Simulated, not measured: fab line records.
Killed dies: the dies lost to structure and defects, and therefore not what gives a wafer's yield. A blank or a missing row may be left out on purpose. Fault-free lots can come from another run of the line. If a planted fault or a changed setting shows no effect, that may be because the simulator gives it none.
Chamber matching    flow n5-finfet    N5_MOL_CONTACT_COAG_DESCUM_45 on rie-diel-06 has 4 sister chambers
The step chemistry O2, time 7 s. 16 wafers are shown with their chamber, then 8 later ones without.

WAFERS, EACH WITH ITS CHAMBER
wafer   chamber  showerhead-plenum-p-Torr (Torr)  oes-product-au (a.u.)  throttle-valve-pct (%)
L075.1  1        2.17                             0.70                   20.72
L075.2  0        2.08                             0.71                   20.33
L075.4  1        2.17                             0.70                   20.74
L078.1  2        2.21                             0.94                   19.90
L078.3  1        2.17                             0.70                   20.75
L078.5  1        2.17                             0.70                   20.74
L080.1  2        2.21                             0.94                   19.91
L080.2  1        2.17                             0.69                   20.73
L080.6  0        2.08                             0.71                   20.35
L082.1  3        2.04                             0.95                   20.49
L082.3  2        2.21                             0.94                   19.90
L082.6  2        2.21                             0.94                   19.90
L084.1  1        2.17                             0.70                   20.77
L084.2  3        2.04                             0.94                   20.50
L084.5  1        2.17                             0.69                   20.76
L092.2  1        2.16                             0.67                   20.78

SIGNATURES, as means of the wafers listed above
reading                   chamber 0  chamber 1  chamber 2  chamber 3  scatter within a chamber
showerhead-plenum-p-Torr  2.0800     2.1688     2.2100     2.0400     0.0027
oes-product-au            0.7100     0.6937     0.9400     0.9450     0.00835
throttle-valve-pct        20.3400    20.7488    19.9025    20.4950    0.0164
Rule: distance of a wafer from a chamber = root of the sum over the readings of ((wafer's reading minus chamber's mean) / reading's scatter) squared. If the next closest chamber is less than 2 further off than the closest, the wafer can't be placed; otherwise it belongs to the closest. How the scatter is found: for the shown wafers, subtract from each reading the mean of its chamber, square and add these, divide the total by (wafers less chambers), then take the root.

WAFERS WITH NO CHAMBER GIVEN
wafer   showerhead-plenum-p-Torr (Torr)  oes-product-au (a.u.)  throttle-valve-pct (%)
L092.4  2.21                             0.90                   19.93
L092.5  2.21                             0.90                   19.91
L093.1  2.04                             0.90                   20.52
L093.4  2.21                             0.88                   19.94
L093.6  2.16                             0.69                   20.78
L097.3  2.16                             0.67                   20.78
L097.4  2.07                             0.70                   20.40
L097.5  2.16                             0.67                   20.80

WHICH CHAMBER EACH ONE RAN IN
wafer   from the rows above  in truth
L092.4  2                    2
L092.5  2                    2
L093.1  3                    3
L093.4  2                    2
L093.6  1                    1
L097.3  1                    1
L097.4  0                    0
L097.5  1                    1
Placed correctly: 8 of 8. Can't be placed from these rows: 0. 0 placed wrongly.
